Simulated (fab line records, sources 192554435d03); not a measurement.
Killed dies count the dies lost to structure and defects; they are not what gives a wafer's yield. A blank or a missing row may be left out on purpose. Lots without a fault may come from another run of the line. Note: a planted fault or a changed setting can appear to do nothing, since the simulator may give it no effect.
Split-lot trial :: flow n5Finfet :: 21 wafers read from 7 lots, route of 1938 steps

== THE SPLIT ==
At N5_FIN_SAQP_EXPOSE_13 (exposes mask FIN CORE, target cd 35.6 nm), the setting doseMj was moved away from the recipe's 63.25 on 8 of the 21 wafers read, by -6.5% to +6.7%. All remaining wafers had this setting at the recipe value.

== FROM THE SPLIT TO THE READING: what the file shows between them, 2 steps ==
- N5_FIN_SAQP_PEB_14: peb time 60 s
- N5_FIN_SAQP_DEVELOP_15: develop time 30 s

== THE READING ==
cdNm, in nm, at N5_FIN_SAQP_CD_MEAS_16 (target cd 35.6 nm). A value of 35.6 nm with a standard deviation of 0.4 nm is what fault-free wafers of this fab line usually give.

wafer: L075.1
tool, chamber at the split: arfiScanner-03, 0
doseMj as run: 64.46
against the recipe: +1.9%
cdNm, nm: 34.0
against lot-mates on the recipe: -1.5

wafer: L075.3
tool, chamber at the split: arfiScanner-03, 0
doseMj as run: 63.25
against the recipe: recipe
cdNm, nm: 35.5
against lot-mates on the recipe: -

wafer: L075.5
tool, chamber at the split: arfiScanner-03, 0
doseMj as run: 64.46
against the recipe: +1.9%
cdNm, nm: 34.8
against lot-mates on the recipe: -0.7

wafer: L076.1
tool, chamber at the split: arfiScanner-02, 0
doseMj as run: 61.74
against the recipe: -2.4%
cdNm, nm: 36.2
against lot-mates on the recipe: +0.9

wafer: L076.3
tool, chamber at the split: arfiScanner-02, 0
doseMj as run: 61.74
against the recipe: -2.4%
cdNm, nm: 36.0
against lot-mates on the recipe: +0.7

wafer: L076.4
tool, chamber at the split: arfiScanner-02, 0
doseMj as run: 63.25
against the recipe: recipe
cdNm, nm: 35.3
against lot-mates on the recipe: -

wafer: L077.2
tool, chamber at the split: arfiScanner-02, 0
doseMj as run: 63.25
against the recipe: recipe
cdNm, nm: 35.6
against lot-mates on the recipe: -

wafer: L077.3
tool, chamber at the split: arfiScanner-02, 0
doseMj as run: 67.47
against the recipe: +6.7%
cdNm, nm: 33.9
against lot-mates on the recipe: -1.6

wafer: L077.6
tool, chamber at the split: arfiScanner-02, 0
doseMj as run: 63.25
against the recipe: recipe
cdNm, nm: 35.4
against lot-mates on the recipe: -

wafer: L079.4
tool, chamber at the split: arfiScanner-02, 0
doseMj as run: 63.25
against the recipe: recipe
cdNm, nm: 35.7
against lot-mates on the recipe: -

wafer: L079.5
tool, chamber at the split: arfiScanner-02, 0
doseMj as run: 63.25
against the recipe: recipe
cdNm, nm: 34.9
against lot-mates on the recipe: -

wafer: L079.6
tool, chamber at the split: arfiScanner-02, 0
doseMj as run: 63.25
against the recipe: recipe
cdNm, nm: 35.7
against lot-mates on the recipe: -

wafer: L080.1
tool, chamber at the split: arfiScanner-02, 0
doseMj as run: 67.35
against the recipe: +6.5%
cdNm, nm: 33.7
against lot-mates on the recipe: -1.8

wafer: L080.3
tool, chamber at the split: arfiScanner-02, 0
doseMj as run: 67.35
against the recipe: +6.5%
cdNm, nm: 33.6
against lot-mates on the recipe: -1.9

wafer: L080.4
tool, chamber at the split: arfiScanner-02, 0
doseMj as run: 63.25
against the recipe: recipe
cdNm, nm: 35.5
against lot-mates on the recipe: -

wafer: L082.4
tool, chamber at the split: arfiScanner-01, 0
doseMj as run: 63.25
against the recipe: recipe
cdNm, nm: 35.8
against lot-mates on the recipe: -

wafer: L082.5
tool, chamber at the split: arfiScanner-01, 0
doseMj as run: 59.16
against the recipe: -6.5%
cdNm, nm: 38.2
against lot-mates on the recipe: +2.5

wafer: L082.6
tool, chamber at the split: arfiScanner-01, 0
doseMj as run: 63.25
against the recipe: recipe
cdNm, nm: 35.7
against lot-mates on the recipe: -

wafer: L088.2
tool, chamber at the split: arfiScanner-03, 0
doseMj as run: 63.25
against the recipe: recipe
cdNm, nm: 35.5
against lot-mates on the recipe: -

wafer: L088.4
tool, chamber at the split: arfiScanner-03, 0
doseMj as run: 63.25
against the recipe: recipe
cdNm, nm: 35.5
against lot-mates on the recipe: -

wafer: L088.5
tool, chamber at the split: arfiScanner-03, 0
doseMj as run: 63.25
against the recipe: recipe
cdNm, nm: 36.1
against lot-mates on the recipe: -

FIT RESULTS
A straight line over all 21 wafers: cdNm changes by -0.316 nm for each +1% of doseMj; r = -0.94; the points scatter about the line by 0.37 nm.
The same after taking each lot's own level away (the mean of its wafers on the recipe; 21 wafers): -0.311 nm for each +1%; r = -0.95; scatter 0.33 nm.
On that fit, the largest move of doseMj shifts the reading by 2.1 nm.
Measured against the standard deviation above, the lots' own levels, which go from 35.30 to 35.75 nm, span 1.1 times it.
So the lot-to-lot level changes the slope little: the two slopes agree.
Check: for one of the wafers moved furthest among these (+6.7%), held out of the fit, the line's prediction against its lot-mates is -2.21 nm. Against them it came out at -1.6 nm.

== ADDITIONAL SPLITS CARRIED BY THESE WAFERS ==
Other splits were also applied to these wafers ahead of the reading. Each is held against what the fit with the lots' levels taken away leaves over:
other split on the same wafers: N5_ZERO_LAYER_PECVD_02 timeS
wafers away from the commonest value: 8
r with cdNm (lot level and that fit taken away): -0.27

other split on the same wafers: N5_ZERO_LAYER_COAT_05 spinRpm
wafers away from the commonest value: 9
r with cdNm (lot level and that fit taken away): -0.08

other split on the same wafers: N5_ZERO_LAYER_EXPOSE_08 doseMj
wafers away from the commonest value: 6
r with cdNm (lot level and that fit taken away): -0.27

other split on the same wafers: N5_ZERO_LAYER_PEB_09 pebTimeS
wafers away from the commonest value: as run: not given for these wafers
r with cdNm (lot level and that fit taken away): -

other split on the same wafers: N5_FIN_SAQP_HM_DEP_03 timeS
wafers away from the commonest value: 9
r with cdNm (lot level and that fit taken away): -0.21

== FILE'S OWN FIT ==
cdNm changes by -0.305 nm for each +1% of doseMj, r = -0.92.
